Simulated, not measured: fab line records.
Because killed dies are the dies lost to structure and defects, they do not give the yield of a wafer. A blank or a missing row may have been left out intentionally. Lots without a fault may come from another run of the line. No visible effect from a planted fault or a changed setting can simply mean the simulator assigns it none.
Split-lot trial -- flow n5Finfet -- route with 1938 steps; 7 lots, 21 wafers read

SPLIT DETAILS
At N5_BEOL_M11_ILD_DEP_00 (deposits SiCOH lowk from DEMS/porogen, target thk 308.51 nm, time 58 s), the setting timeS was moved away from the recipe's 58 s on 9 of the 21 wafers read, by -12.6% to +8.3%. This setting was run at the recipe's value on the other wafers.

FROM THE SPLIT TO THE READING: what the file shows between them, 1 step
- N5_BEOL_M11_CURE_71: cures SiCOH lowk, time 240 s

THE READING
Values of M11_ILD_THK in nm from N5_BEOL_M11_THK_MEAS_01. A value of 269 nm with a standard deviation of 3.8 nm is what fault-free wafers of this fab line usually give.

wafer,"tool, chamber at the split","timeS as run, s",against the recipe,"M11_ILD_THK, nm",against lot-mates on the recipe
L076.3,"pecvd-02, 1",58,recipe,263,-
L076.4,"pecvd-02, 2",62.79,+8.3%,295,+32
L076.6,"pecvd-02, 1",62.79,+8.3%,287,+24
L081.1,"pecvd-01, 2",58,recipe,268,-
L081.2,"pecvd-01, 0",58,recipe,267,-
L081.4,"pecvd-01, 2",58,recipe,275,-
L080.1,"pecvd-03, 2",52.05,-10.3%,244,no lot-mate on the recipe
L080.3,"pecvd-03, 1",52.05,-10.3%,241,no lot-mate on the recipe
L080.5,"pecvd-03, 0",52.05,-10.3%,240,no lot-mate on the recipe
L084.2,"pecvd-03, 1",53.43,-7.9%,250,-27
L084.3,"pecvd-03, 0",53.43,-7.9%,246,-31
L084.4,"pecvd-03, 2",58,recipe,277,-
L085.1,"pecvd-02, 0",58,recipe,266,-
L085.2,"pecvd-02, 1",58,recipe,264,-
L085.4,"pecvd-02, 1",58,recipe,270,-
L093.2,"pecvd-03, 1",58,recipe,269,-
L093.3,"pecvd-03, 0",61.33,+5.7%,278,+8
L093.5,"pecvd-03, 2",58,recipe,272,-
L095.1,"pecvd-03, 0",50.69,-12.6%,234,-39
L095.2,"pecvd-03, 1",58,recipe,270,-
L095.5,"pecvd-03, 2",58,recipe,276,-

FIT RESULTS
A straight line over all 21 wafers: M11_ILD_THK changes by +2.64 nm for each +1% of timeS; r = +0.97; the points scatter about the line by 4.1 nm.
The same after taking each lot's own level away (the mean of its wafers on the recipe; 18 wafers): +3.2 nm for each +1%; r = +0.97; scatter 4 nm.
On that fit, the largest move of timeS shifts the reading by 40 nm.
From 263.0 to 277.0 nm: that is the span of the lots' own levels, equal to 3.7 times the standard deviation above.
So the slope is not independent of the lot-to-lot level: the two fits are not the same.
Check: for one of the wafers moved furthest among these (-12.6%), held out of the fit, the line's prediction against its lot-mates is -42.5 nm. It came out at -39 nm against them.

FURTHER SPLITS ON THESE WAFERS
Note: prior to the reading, these wafers also went through further splits. Each is held against what the fit with the lots' levels taken away leaves over:
other split on the same wafers,wafers away from the commonest value,r with M11_ILD_THK (lot level and that fit taken away)
N5_BEOL_M9_ETCH_62 timeS,12,+0.14
N5_BEOL_M9_COAT_64 spinRpm,7,+0.21
N5_BEOL_M10_EXPOSE_08 doseMj,9,+0.06

THE WHOLE CHAIN: every reading that the file lists as answering this split, in the file's order
step,what it does,reading,change (the file's fit),r (the file's)
N5_BEOL_M11_ILD_DEP_00,"deposits SiCOH lowk from DEMS/porogen, target thk 308.51 nm, time 58 s","SiCOH_lowk_of_BEOL_M11_ILD_DEP_00.thkNm (the simulator's own value, which no gauge read)",+3.49 nm for each +1% of the setting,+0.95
N5_BEOL_M11_CURE_71,"cures SiCOH lowk, time 240 s","SiCOH_lowk_of_BEOL_M11_ILD_DEP_00.thkNm (the simulator's own value, which no gauge read)",+3.09 nm for each +1% of the setting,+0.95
N5_BEOL_M11_THK_MEAS_01,,M11_ILD_THK,+3.09 for each +1% of the setting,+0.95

FILE'S OWN FIT
M11_ILD_THK changes by +3.09 nm for each +1% of timeS, r = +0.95.
